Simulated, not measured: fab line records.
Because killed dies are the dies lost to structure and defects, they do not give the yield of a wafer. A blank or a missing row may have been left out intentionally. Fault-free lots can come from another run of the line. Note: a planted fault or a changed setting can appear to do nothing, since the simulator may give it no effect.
Matching of chambers    flow n5_finfet    4 sister chambers for N5_HKMG_FIN_DESCUM_17 on rie_diel-04
The step chemistry O2, time 7.9 s. 4 wafers are shown with their chamber, then 7 later ones without.

## WAFERS PAIRED WITH THEIR CHAMBERS
wafer   chamber  showerhead_plenum_p_Torr (Torr)
L086.2  1        2.00
L086.4  2        2.11
L090.1  0        2.13
L090.3  3        2.04

## WAFERS WHOSE CHAMBER IS MISSING
wafer   showerhead_plenum_p_Torr (Torr)
L090.5  2.13
L093.3  2.11
L093.4  2.00
L093.6  2.00
L096.2  2.11
L096.3  2.13
L096.4  2.03

## WHICH CHAMBER EACH ONE RAN IN
wafer   from the rows above  in truth
L090.5  0                    0
L093.3  2                    2
L093.4  1                    1
L093.6  1                    1
L096.2  2                    2
L096.3  0                    0
L096.4  3                    3
7 of 7 placed correctly. Not placeable from these rows: 0. 0 placed wrongly.
How it was worked out, from the rows above alone: a wafer's distance from a chamber is the root of the sum, over the readings, of the square of ((its reading less the chamber's mean) divided by the reading's scatter). If the next closest chamber is less than 2 further off than the closest, the wafer can't be placed; otherwise it belongs to the closest. The mean given for a chamber averages the wafers shown for that chamber. The scatter: root of mean squared gap, hidden wafer to nearest shown wafer, with one shown wafer a chamber.
